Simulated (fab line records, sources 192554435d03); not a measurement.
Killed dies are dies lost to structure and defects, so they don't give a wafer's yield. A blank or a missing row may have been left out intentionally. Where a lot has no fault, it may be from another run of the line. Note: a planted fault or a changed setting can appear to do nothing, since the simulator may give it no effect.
fab line records	flow n5Finfet
[record] lots = 7	wafers = 39
route steps=1938 shown FIN_SAQP@125 STI_FIN_REVEAL@200 DUMMY_GATE@214 SD_EPI_P@321 DUMMY_REMOVAL@382 HKMG_FIN@412 MOL_CONTACT_COAG@616 BEOL_M4@1111
startH: hours from the record's first day to the start of the lot's first wafer shown	waitH: hours from the lot's prior step to this one	" repeats the value in the row above	L1.1+2: a single row standing in for several wafers	- either no value or no given start	* or withheld: withheld	< > ~ a bound
route shown NAME@n: names a module that has steps shown in the file, with the first one's number in the route	usual: average and standard deviation across the fault-free wafers	same: alike in all rows	chamber/n: place in a boat	sites: the reading at each site	_std_site: their standard deviation	_edge_site: mean of outer sites minus mean of inner sites	radiusMm: how far each site lies from the wafer's centre	mask NAME#n: copy n	behind: the most recent tool/chamber to have shaped the wafer	hold: what put the lot on hold/how long, in hours/how the hold closed	device: the transistor (n, p or np) that didn't switch	end of line: at the end of the route, the tests of the same wafers	where a step has no rows: the recipe by itself	killed: at the first sort, the dies lost to defects and structure; wafer yield is something else	map: a wafer's dies, marking killed ones x, the rest . and places with no die _
set.NAME: the setting that was run; set.NAME@STEP: the one run at that earlier step	model.NAME: the simulator's own value behind a step, which no gauge read
one table per step and one row per wafer, for lots whose settings were changed on purpose
[[steps]]
[step N5_FIN_SAQP_SPACER1_ALD_24]
[recipe] material = SiO2	targetThkA = 203	tempC = 300	aldPrecursorFamily = BDEAS	aldCoReactant = O2-plasma	pulseTimeS = 1	purgeTimeS = 2	coReactantPurgeTimeS = 2	aldCycles = 218	pressureTorr = 2
[step N5_STI_FIN_REVEAL_OXIDATION_31]
[recipe] chemistry = O2_PLASMA_REMOTE	tempC = 150	timeS = 20	pressureMtorr = 1000	sourcePowerW = 2000	o2FlowSccm = 3000
[step N5_DUMMY_GATE_ALD_02]
[recipe] material = SiO2	targetThkA = 20	tempC = 300	aldPrecursorFamily = BDEAS	aldCoReactant = O2-plasma	pulseTimeS = 1	pressureTorr = 2
[step N5_DUMMY_GATE_ETCH_32]
[recipe] chemistry = CF4	target = SiO2	targetDepthA = 35	timeS = 3.9	ionEnergyEv = 350	pressureMtorr = 10	icpW = 800	biasW = 400	cf4FlowSccm = 80
[step N5_DUMMY_GATE_ETCH_42]
[recipe] chemistry = CHF3/O2	target = SiO2	targetDepthA = 35	timeS = 31	ionEnergyEv = 30	biasW = 12	pressureMtorr = 30	sourceW = 600	Ar_flow_sccm = 200	CHF3_flow_sccm = 50	O2_flow_sccm = 5
[step N5_SD_EPI_P_EPI_21]
[recipe] material = SiGe:B	dopant = B	tempC = 550	pressureTorr = 20	ambient = H2	timeS = 355
[step N5_DUMMY_REMOVAL_PRECLEAN_08]
[recipe] chemistry = NF3:NH3	afsCycles = 2	tempC = 30	timeS = 20	sublimationTempC = 180	sublimationTimeS = 60	pressureTorr = 3	rfPowerW = 30
[step N5_HKMG_FIN_ALD_79]
[recipe] material = TiN	targetThkA = 15	tempC = 400	aldPrecursorFamily = TiCl4	aldCoReactant = NH3	pulseTimeS = 1	purgeTimeS = 3	coReactantPurgeTimeS = 2	coReactantPulseTimeS = 2	aldCycles = 68	pressureTorr = 3
[step N5_MOL_CONTACT_COAG_ETCH_124]
[recipe] chemistry = CH3F/O2	target = SiNx	targetDepthA = 65	maskMaterial = SOC	stopOn = SiOC	overEtchFrac = 0.3	ionEnergyEv = 120	pressureMtorr = 30	sourceW = 395	biasW = 73	Ar_flow_sccm = 150	CH3F_flow_sccm = 30	O2_flow_sccm = 20	ends = endPoint
[step N5_BEOL_M4_RC_MEAS_101]
[usual] REXT_P = 100.2/1.8	RS_SD_P = 66.0/1.2
lot.wafer	tool	chamber	startH	waitH	set.tempC@FIN_SAQP_SPACER1_ALD_24	set.timeS@STI_FIN_REVEAL_OXIDATION_31	set.tempC@DUMMY_GATE_ALD_02	set.timeS@DUMMY_GATE_ETCH_32	set.biasW@DUMMY_GATE_ETCH_42	set.epiGrowthTimeS@SD_EPI_P_EPI_21	set.afsTargetNm@DUMMY_REMOVAL_PRECLEAN_08	set.coReactantPulseTimeS@HKMG_FIN_ALD_79	set.sourceW@MOL_CONTACT_COAG_ETCH_124	REXT_P[ohm.um]	RS_SD_P[ohm/sq]
L075.1	prober-01	0	163.74	0.6	300	20	303.8	3.9	12	355	1.5	2	445.2	101.8	66.8
L075.2	"	0	"	"	293.3	21.88	300	3.9	12	336.6	1.5	2	395	103.8	68.6
L075.3	"	0	"	"	300	20	300	3.076	12	336.6	1.5	2	395	102.9	68.8
L075.4	"	0	"	"	293.3	21.88	303.8	3.076	12	355	1.5	2	395	100.4	66.6
L075.5	"	0	"	"	293.3	20	303.8	3.076	12	336.6	1.5	2	445.2	101.8	68.8
L075.6	"	0	"	"	300	21.88	300	3.9	12	355	1.5	2	445.2	100.4	66.1
L079.2	prober-01	0	195.95	0.2	300	20	300	3.9	12	355	1.5	2	395	99.5	65.2
L079.3	"	0	"	"	300	20	300	3.9	12	355	1.5	2	395	101.0	65.4
L079.6	"	0	"	"	300	20	300	3.9	12	355	1.5	2	395	100.7	64.9
L083.1	prober-01	0	214.73	0.0	300	24.44	300	3.9	12	317.8	1.5	1.712	362	105.1	71.3
L083.2	"	0	"	"	304.7	24.44	288.5	3.9	12	355	1.733	2	362	100.0	65.7
L083.3	"	0	"	"	300	24.44	300	3.9	12	317.8	1.733	1.712	395	102.9	71.2
L083.4	"	0	"	"	300	20	288.5	3.9	12	355	1.733	1.712	362	101.1	67.9
L083.5	"	0	"	"	304.7	20	300	3.9	12	355	1.5	2	395	100.1	66.0
L083.6	"	0	"	"	304.7	20	288.5	3.9	12	317.8	1.5	2	395	104.3	71.1
L084.1	prober-02	0	226.25	0.0	313.3	20	300	3.9	12	326.9	1.5	2	430.8	100.7	68.9
L084.2	"	0	"	"	313.3	20	307.3	3.9	12.95	355	1.382	2	395	100.2	65.0
L084.3	"	0	"	"	313.3	17.54	300	3.9	12	355	1.382	2	430.8	97.9	65.6
L084.4	"	0	"	"	300	17.54	307.3	3.9	12	326.9	1.382	2	395	102.9	68.7
L084.5	"	0	"	"	300	17.54	307.3	3.9	12.95	326.9	1.5	2	430.8	102.6	68.9
L084.6	"	0	"	"	300	20	300	3.9	12.95	355	1.5	2	395	99.7	66.5
L094.1	prober-02	0	289.57	0.0	300	20	300	3.9	12.97	335.8	1.5	2	469.3	102.1	70.8
L094.2	"	0	"	"	292.7	20	306.5	3.383	12	355	1.5	2	395	100.8	67.1
L094.3	"	0	"	"	300	25.05	300	3.383	12	335.8	1.309	2	395	101.4	69.1
L094.4	"	0	"	"	300	25.05	306.5	3.9	12.97	335.8	1.309	2.19	469.3	101.0	70.6
L094.5	"	0	"	"	292.7	20	300	3.383	12.97	355	1.309	2.19	395	99.9	67.5
L094.6	"	0	"	"	292.7	25.05	306.5	3.9	12	355	1.5	2.19	469.3	100.4	66.6
L096.1	prober-01	0	303.83	0.0	300	24.27	300	3.433	10.49	373	1.5	2	395	98.7	64.5
L096.2	"	0	"	"	312.7	24.27	304.9	3.9	12	355	1.5	2	395	102.5	66.9
L096.3	"	0	"	"	312.7	20	300	3.9	10.49	355	1.5	2	395	101.0	67.6
L096.4	"	0	"	"	300	20	304.9	3.9	12	373	1.5	2	395	99.7	65.1
L096.5	"	0	"	"	300	20	304.9	3.433	10.49	355	1.5	2	395	100.6	67.9
L096.6	"	0	"	"	312.7	24.27	300	3.433	12	373	1.5	2	395	99.4	64.0
L097.1	prober-01	0	308.55	0.0	300	20	300	4.836	12	320.5	1.42	2.451	414.7	101.2	70.9
L097.2	"	0	"	"	300	20	294.4	3.9	12	355	1.5	2.451	395	98.2	66.3
L097.3	"	0	"	"	300	20	294.4	3.9	12	320.5	1.42	2	395	99.5	70.0
L097.4	"	0	"	"	300	20	300	3.9	12	355	1.42	2.451	414.7	100.1	65.9
L097.5	"	0	"	"	300	20	294.4	4.836	12	355	1.5	2	395	98.8	65.7
L097.6	"	0	"	"	300	20	300	4.836	12	320.5	1.5	2	414.7	102.1	70.8
[[key]]
[split] step = N5_FIN_SAQP_SPACER1_ALD_24	setting = tempC	statedAs = 300
response none clear
[split] step = N5_STI_FIN_REVEAL_OXIDATION_31	setting = timeS	statedAs = 20
response none clear
[split] step = N5_DUMMY_GATE_ALD_02	setting = tempC	statedAs = 300
response none clear
[split] step = N5_DUMMY_GATE_ETCH_32	setting = timeS	statedAs = 3.9
response none clear
[split] step = N5_DUMMY_GATE_ETCH_42	setting = biasW	statedAs = 12
response none clear
[split] step = N5_SD_EPI_P_EPI_21	setting = epiGrowthTimeS	statedAs = 355
[response] step = N5_BEOL_M4_RC_MEAS_101	reading = RS_SD_P	slope = -0.468	per = 1%	togetherWith = all	explained = 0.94
[response] step = N5_BEOL_M4_RC_MEAS_101	reading = REXT_P	slope = -0.319	per = 1%	togetherWith = all	explained = 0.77
[split] step = N5_DUMMY_REMOVAL_PRECLEAN_08	setting = afsTargetNm	statedAs = 1.5
response none clear
[split] step = N5_HKMG_FIN_ALD_79	setting = coReactantPulseTimeS	statedAs = 2
response none clear
[split] step = N5_MOL_CONTACT_COAG_ETCH_124	setting = sourceW	statedAs = 395
response none clear
